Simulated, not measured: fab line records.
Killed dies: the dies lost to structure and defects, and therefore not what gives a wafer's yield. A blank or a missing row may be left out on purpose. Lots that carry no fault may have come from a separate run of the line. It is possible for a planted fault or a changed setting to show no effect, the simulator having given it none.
A lot that was struck, set against a sound lot | flow nand_harc | 14 steps out of a route of 1302
Sound: these wafers, L784.2, L784.3, L784.5. Struck: wafers L799.2, L799.3 (left out: L799.5, a lot-mate that was not struck); the cause follows at the end.
Order at every step that has rows: each side's tool, ch and its chambers, its first start. Under that, the readings that differ: sound wafers | struck wafers | difference of the means | sigmas: that difference in standard deviations of wafers without a fault.
alike: a reading whose means differ by less than 2 such deviations, as well as words and numbers matching on both sides. not compared: withheld readings; readings where some wafer has no value; bounds like >300 that might hide an equal value; numbers whose values overlap and for which the record gives no deviation.
A row with sigmas, a row that says differs or no value, or rows on one side alone: a step with any of these is where the two part. When numbers do not overlap yet have no deviation, they are printed without sigmas and do not part them. A reading missing from all wafers of one side parts the sides only when that side holds two or more wafers.

NHARC_P_GATE_RTA_82: time 30 s.
  sound on rtp_anneal-01 ch 0, day 7 21:32; struck on rtp_anneal-02 ch 0, day 14 04:27
  reading             | sound          | struck    | difference | sigmas
  lamp_zone_6_pct (%) | 4.35 4.34 4.35 | 3.88 3.88 | -0.47      | -2
  alike: lamp_power_pct, wafer_temp_C_max
NHARC_P_GATE_INSPECT_68:
  struck on defect_inspect-01, day 14 04:37; sound on defect_inspect-01, day 7 21:42
  reading          | sound       | struck  | difference | sigmas
  raw_defect_count | 258 294 517 | 115 271 | -163       | -2
NHARC_P_CONTACT_DEP_30: deposits SiNx, target thk 30 nm.
  sound on pecvd-02 ch 1,2, day 7 21:49; struck on pecvd-03 ch 0,1, day 14 04:41
  alike: heater_power_w
NHARC_P_CONTACT_DEP_00: deposits SiO2, target thk 500 nm.
  sound: pecvd-02 ch 1,2; struck: pecvd-03 ch 0,1
  reading                | sound          | struck    | difference | sigmas
  throttle_valve_pct (%) | 16.7 16.9 17.0 | 15.4 15.0 | -1.7       | -2
  alike: heater_power_w
NHARC_P_CONTACT_CMP_01: polishes SiO2, target thk 200 nm.
  sound on cmp-03 ch 1,3, day 7 22:29; struck on cmp-03 ch 0,2, day 14 05:23
  alike: edge_zone_pressure_frac, motor_current_A
then, 6 steps without rows for these wafers: NHARC_P_CONTACT_SRD_03; NHARC_P_CONTACT_DEHYDRATE_04 (time 120 s); NHARC_P_CONTACT_HMDS_05 (time 30 s); NHARC_P_CONTACT_COAT_33 (time 75 s); NHARC_P_CONTACT_COAT_34 (time 65 s); NHARC_P_CONTACT_COAT_06 (resist thk 90 nm).
NHARC_P_CONTACT_SOFTBAKE_07: time 55 s.
  sound on litho_track-04 ch 0, day 7 22:00; struck on litho_track-01 ch 0, day 14 05:00
  reading                  | sound                | struck        | difference | sigmas
  heater_power_total_W (W) | 188.40 188.51 188.34 | 323.05 323.33 | +134.77    | +99 or more
then, 2 steps without rows for these wafers: NHARC_P_CONTACT_EBR_08; NHARC_END_SORT_01.

WHERE THEY PART
First at NHARC_P_GATE_RTA_82; last, within this record, at NHARC_P_CONTACT_SOFTBAKE_07.

WHY: what the simulator had put in
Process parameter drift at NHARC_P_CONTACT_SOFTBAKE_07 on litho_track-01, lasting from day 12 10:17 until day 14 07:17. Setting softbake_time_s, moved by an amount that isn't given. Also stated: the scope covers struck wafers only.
